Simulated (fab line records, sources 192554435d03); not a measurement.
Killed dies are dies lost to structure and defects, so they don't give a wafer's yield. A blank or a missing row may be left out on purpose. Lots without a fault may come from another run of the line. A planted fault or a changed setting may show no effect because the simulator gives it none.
Split-lot experiment | flow n5_finfet | 7 lots, 21 wafers read, on a route of 1938 steps

THE SPLIT
At N5_BEOL_M8_COAT_71 (time 60 s, resist thk 5 nm), the setting spin_rpm was moved away from the recipe's 1500 rpm on 8 of the 21 wafers read, by -8.1% to +9.7%. The other wafers ran this setting at the recipe's value.

FROM THE SPLIT TO THE READING: what the file shows between them, 3 steps
- N5_BEOL_M8_COAT_22: resist thk 30 nm
- N5_BEOL_M8_EBR_24
- N5_BEOL_M8_DESCUM_33: chemistry O2, time 7 s

THE READING
etch.depth_nm (the simulator's own value, which no gauge read), in nm, at N5_BEOL_M8_ETCH_72 (etches underlayer in N2/H2, target depth 6.5 nm, time 5.2 s). The file gives no usual value for it. The 13 wafers here that ran the recipe average 4.998 nm, standard deviation 0.011 nm.

wafer  | tool, chamber at the split | spin_rpm as run, rpm | against the recipe | etch.depth_nm, nm | against lot-mates on the recipe
L075.1 | litho_track-04, 0          | 1500                 | recipe             | 4.983             | -
L075.2 | litho_track-04, 0          | 1646                 | +9.7%              | 4.764             | -0.219
L075.6 | litho_track-04, 0          | 1646                 | +9.7%              | 4.755             | -0.228
L076.1 | litho_track-02, 0          | 1500                 | recipe             | 4.999             | -
L076.3 | litho_track-02, 0          | 1500                 | recipe             | 4.978             | -
L076.5 | litho_track-02, 0          | 1646                 | +9.7%              | 4.764             | -0.224
L080.2 | litho_track-03, 0          | 1500                 | recipe             | 4.995             | -
L080.3 | litho_track-03, 0          | 1500                 | recipe             | 4.991             | -
L080.4 | litho_track-03, 0          | 1642                 | +9.5%              | 4.773             | -0.220
L083.3 | litho_track-03, 0          | 1641                 | +9.4%              | 4.775             | -0.235
L083.4 | litho_track-03, 0          | 1500                 | recipe             | 5.01              | -
L083.5 | litho_track-03, 0          | 1641                 | +9.4%              | 4.793             | -0.217
L084.1 | litho_track-04, 0          | 1379                 | -8.1%              | 5.213             | +0.220
L084.2 | litho_track-04, 0          | 1500                 | recipe             | 4.993             | -
L084.5 | litho_track-04, 0          | 1379                 | -8.1%              | 5.206             | +0.213
L092.3 | litho_track-04, 0          | 1500                 | recipe             | 4.996             | -
L092.4 | litho_track-04, 0          | 1500                 | recipe             | 4.988             | -
L092.5 | litho_track-04, 0          | 1500                 | recipe             | 5.013             | -
L094.1 | litho_track-02, 0          | 1500                 | recipe             | 5.003             | -
L094.4 | litho_track-02, 0          | 1500                 | recipe             | 5.015             | -
L094.5 | litho_track-02, 0          | 1500                 | recipe             | 5.009             | -

THE FIT
A straight line over all 21 wafers: etch.depth_nm changes by -0.0244 nm for each +1% of spin_rpm; r = -1.00; the points scatter about the line by 0.012 nm.
The same after taking each lot's own level away (the mean of its wafers on the recipe; 21 wafers): -0.0243 nm for each +1%; r = -1.00; scatter 0.0099 nm.
On that fit, the largest move of spin_rpm shifts the reading by 0.24 nm.
The lots' own levels span 4.9830 to 5.0100 nm, that is 2.4 times the standard deviation above.
So the lot-to-lot level changes the slope little: the two slopes agree.
Check: with one of the wafers moved furthest among these (+9.7%) left out of the fit, the line predicts -0.234 nm for it against its lot-mates. It came out at -0.219 nm against them.

OTHER SPLITS ON THESE WAFERS
These wafers also went through other splits before the reading. Each is held against what the fit with the lots' levels taken away leaves over:
other split on the same wafers     | wafers away from the commonest value | r with etch.depth_nm (lot level and that fit taken away)
N5_BEOL_M6_HM_DEP_02 target_thk_a  | 9                                    | -0.13
N5_BEOL_M6_EXPOSE_08 dose_mj       | 10                                   | +0.09
N5_BEOL_M6_ETCH_66 bias_w          | 4                                    | -0.25
N5_BEOL_M7_DESCUM_33 time_s        | 5                                    | +0.20
N5_BEOL_M7_TRENCH_ETCH_37 source_w | 8                                    | +0.23
N5_BEOL_M8_DESCUM_16 time_s        | 7                                    | -0.25

THE FILE'S OWN FIT
etch.depth_nm changes by -0.0239 nm for each +1% of spin_rpm, r = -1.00.
